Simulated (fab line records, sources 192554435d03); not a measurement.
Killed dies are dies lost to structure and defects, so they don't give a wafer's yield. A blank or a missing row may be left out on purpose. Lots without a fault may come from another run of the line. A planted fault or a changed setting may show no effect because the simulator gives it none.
Problem report in the 8D (eight disciplines) form, filled by code | flow n5_finfet | the parts of the form that need people (team, actions taken, sign-off) are left out

1. THE PROBLEM
spin_speed_rpm at N5_BEOL_M10_COAT_60 reads a mean of 1836.0 rpm on 6 wafers of 2 lots; wafers without a fault read 1500.0 rpm with a standard deviation of 1. That is +99 or more standard deviations from the usual mean.
The step: time 60 s, resist thk 30 nm.
First seen on wafer L728.1, day 17 11:04, on litho_track-05. The record holds 30 wafers of 10 lots with a number at this step. Rule for "out", or "out of limits": more than 4 standard deviations from the usual mean. The other wafers with a number count as sound.

2. WHAT IT IS AND WHAT IT IS NOT
question                    | is                     | is not
which readings at this step | spin_speed_rpm         | heater_power_total_W, resist_line_temp_C
which lots                  | L728, L729             | L709, L711, L713, L714, L717, L720, L722, L723
which wafers of those lots  | all that have a number | -
read on which tools         | litho_track-05         | litho_track-01, litho_track-03
when                        | from day 17 11:04      | up to then (24 sound wafers)

3. SUSPECTS, AND WHAT RULES EACH OUT
Counting: a tool at a process step up to the reading stays a suspect if it ran every lot that is out and no sound lot after the first of them.
- pvd_sputter-03 at N5_BEOL_M9_SURFACE_TREAT_79: kept. It ran every lot that is out, first L728 (day 17 08:00), and no sound lot after that.
- pvd_sputter-01 at N5_BEOL_M10_HM_DEP_02 (deposits TiN, target thk 20 nm): kept. It ran every lot that is out, first L728 (day 17 10:56), and no sound lot after that; its last sound lot up to then is L720 (day 14 23:13).
- litho_track-05 at N5_BEOL_M10_COAT_60 (time 60 s, resist thk 30 nm): kept. It ran every lot that is out, first L728 (day 17 11:04), and no sound lot after that; its last sound lot up to then is L723 (day 16 09:30). Its own readings are out on those wafers: spin_speed_rpm.
Left after counting: pvd_sputter-03 at N5_BEOL_M9_SURFACE_TREAT_79, pvd_sputter-01 at N5_BEOL_M10_HM_DEP_02, litho_track-05 at N5_BEOL_M10_COAT_60.

4. THE CAUSE (what the simulator had put in)
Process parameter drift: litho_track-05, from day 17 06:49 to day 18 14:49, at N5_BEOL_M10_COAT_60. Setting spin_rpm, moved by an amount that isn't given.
Counting left 3 suspects, and this tool is among them.

5. THE CHAIN OF EFFECTS, in route order
Each row: a reading whose mean over the struck wafers that have a number lies more than 3 standard deviations from the usual. Only readings for which the record gives a usual standard deviation are gone through. hours: the time from each lot's start at the first step in this table that gives one to its start at this step, as a median over the lots. sigmas: the change in usual standard deviations.
hours | step                | reading           | usual      | on struck wafers | change | sigmas
0     | N5_BEOL_M10_COAT_60 | spin_speed_rpm    | 1500.0 rpm | 1836.0           | +336.0 | +99 or more
1     | N5_BEOL_M10_ETCH_61 | etch_rf_on_time_s | 65.9 s     | 59.6             | -6.3   | -5.7
The process steps in it:
- N5_BEOL_M10_COAT_60: time 60 s, resist thk 30 nm.
- N5_BEOL_M10_ETCH_61: etches SiARC in CF4, target depth 39 nm, time 65 s.
Later measuring or inspecting steps at which every struck wafer that the step has a row for has a number for every such reading, and none has moved that far: N5_BEOL_M10_CD_MEAS_11.

6. WHAT WOULD HAVE CAUGHT IT SOONER
In this record the first reading out of limits was taken at day 17 11:04, 4 hours after the fault began at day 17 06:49.
